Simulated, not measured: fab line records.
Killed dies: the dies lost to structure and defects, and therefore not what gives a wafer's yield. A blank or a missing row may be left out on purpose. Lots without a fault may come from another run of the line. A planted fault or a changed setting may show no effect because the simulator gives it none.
Which tool was responsible? | flow nand-harc | 72 wafers from 24 lots sampled at 2 of the route's 1302 steps

## WHAT EACH GAUGE READ, for each wafer
NHARC_A_WL_FILL_INSPECT_15.
lot  | measured     | on                | raw-defect-count
L074 | day 20 19:52 | defect-inspect-02 | 634 436 443
L075 | day 21 21:21 | defect-inspect-01 | 830 562 621
L076 | day 21 21:32 | defect-inspect-02 | 331 521 382
L077 | day 22 09:08 | defect-inspect-01 | 672 539 629
L078 | day 22 18:55 | defect-inspect-01 | 399 406 385
L079 | day 23 17:50 | defect-inspect-02 | 510 402 667
L080 | day 23 22:36 | defect-inspect-02 | 430 550 429
L081 | day 24 09:48 | defect-inspect-02 | 365 456 362
L082 | day 24 09:53 | defect-inspect-01 | 299 404 332
L083 | day 25 03:52 | defect-inspect-02 | 425 469 461
L084 | day 25 15:15 | defect-inspect-01 | 436 554 506
L085 | day 25 15:21 | defect-inspect-01 | 725 589 610
L086 | day 25 20:26 | defect-inspect-01 | 299 379 402
L087 | day 26 12:05 | defect-inspect-01 | 607 486 456
L088 | day 27 01:50 | defect-inspect-02 | 399 471 368
L089 | day 27 09:38 | defect-inspect-02 | 566 738 621
L090 | day 27 09:47 | defect-inspect-02 | 322 308 380
L092 | day 29 01:32 | defect-inspect-01 | 575 538 797
L091 | day 29 01:22 | defect-inspect-01 | 386 367 395
L093 | day 29 11:35 | defect-inspect-02 | 471 426 375
L094 | day 29 11:32 | defect-inspect-01 | 383 350 583
L095 | day 30 07:19 | defect-inspect-01 | 364 279 360
L097 | day 30 19:40 | defect-inspect-02 | 567 589 486
L096 | day 30 22:32 | defect-inspect-02 | 427 436 533

## EACH LOT AND THE TOOL THAT RAN IT (in order: tool; ch and the chambers of the sampled wafers; start)
lot  | NHARC_A_WL_FILL_ALD_19
L074 | ald-metal-01 ch 0,2,3, day 20 19:01
L075 | ald-metal-03 ch 1,2,3, day 21 20:32
L076 | ald-metal-02 ch 0,3, day 21 20:33
L077 | ald-metal-02 ch 1,2,3, day 22 08:18
L078 | ald-metal-01 ch 0,3, day 22 18:02
L079 | ald-metal-02 ch 0,2,3, day 23 17:01
L080 | ald-metal-01 ch 0,3, day 23 21:31
L081 | ald-metal-01 ch 0,2, day 24 08:58
L082 | ald-metal-02 ch 1,2,3, day 24 08:59
L083 | ald-metal-02 ch 1,2,3, day 25 02:56
L084 | ald-metal-02 ch 1,2,3, day 25 14:26
L085 | ald-metal-01 ch 0,1, day 25 14:26
L086 | ald-metal-01 ch 0,3, day 25 19:35
L087 | ald-metal-03 ch 0,1,3, day 26 11:13
L088 | ald-metal-03 ch 0,1,2, day 27 01:01
L089 | ald-metal-01 ch 0,1,2, day 27 08:49
L090 | ald-metal-03 ch 0,1,3, day 27 08:52
L092 | ald-metal-03 ch 1,2,3, day 29 00:32
L091 | ald-metal-01 ch 0,2,3, day 29 00:34
L093 | ald-metal-01 ch 1,2,3, day 29 10:44
L094 | ald-metal-02 ch 1,2,3, day 29 10:44
L095 | ald-metal-03 ch 1,2, day 30 06:26
L097 | ald-metal-01 ch 1,2,3, day 30 18:49
L096 | ald-metal-01 ch 1,2,3, day 30 21:41
- NHARC_A_WL_FILL_ALD_19: deposits TiN, target thk 2 nm, pulse time 3 s, ald cycles 100.

## AS READ BY THE TOOLS THEMSELVES (means over the sampled wafers that have a number; for cases with no such wafer, the mark the record gives instead)
NHARC_A_WL_FILL_ALD_19.
lot  | tool         | heater-power-w (W) | precursor-pulse-height-rel
L074 | ald-metal-01 | 1120               | 1.002
L075 | ald-metal-03 | 1051               | 1.003
L076 | ald-metal-02 | 1133               | 0.994
L077 | ald-metal-02 | 1049               | 0.988
L078 | ald-metal-01 | 1129               | 0.998
L079 | ald-metal-02 | 1069               | 0.993
L080 | ald-metal-01 | 1134               | 1.000
L081 | ald-metal-01 | 1070               | 0.993
L082 | ald-metal-02 | 1035               | 1.019
L083 | ald-metal-02 | 1039               | 1.011
L084 | ald-metal-02 | 1046               | 1.025
L085 | ald-metal-01 | 1056               | 0.987
L086 | ald-metal-01 | 1150               | 0.996
L087 | ald-metal-03 | 1116               | 1.002
L088 | ald-metal-03 | 1123               | 0.986
L089 | ald-metal-01 | 1047               | 1.009
L090 | ald-metal-03 | 1082               | 0.977
L092 | ald-metal-03 | 1070               | 0.990
L091 | ald-metal-01 | 1117               | 1.001
L093 | ald-metal-01 | 1059               | 1.003
L094 | ald-metal-02 | 1029               | 0.997
L095 | ald-metal-03 | 1066               | 1.008
L097 | ald-metal-01 | 1025               | 1.014
L096 | ald-metal-01 | 1037               | 1.000

## THE ANSWER, worked out from the rows above alone
Rule: the lots themselves supply what counts as usual. Put in order of their means at a reading, lots are off if they are a third of the lots or fewer, leave a main group of 4 or more, and stand apart from it by a gap of 3 or more times the standard deviation of the main group's means; of several such gaps the widest counts. If all means in a main group match to the digits the tables above print for the reading, that group is not used. A lot without any number at a reading at which 4 lots or more have one is off too. Where the step has rows for the other lots, those lots are counted as sound. After the gauges, taken in route order, come the tools' own readings; for these a lot's mean is taken, as printed above. The first step at which some lot is off is used, and at that step the reading that is off furthest; a lot without a number counts as furthest.
None of the lots is off at any reading shown; this tells nothing.

## WHAT WAS PUT IN BY THE SIMULATOR
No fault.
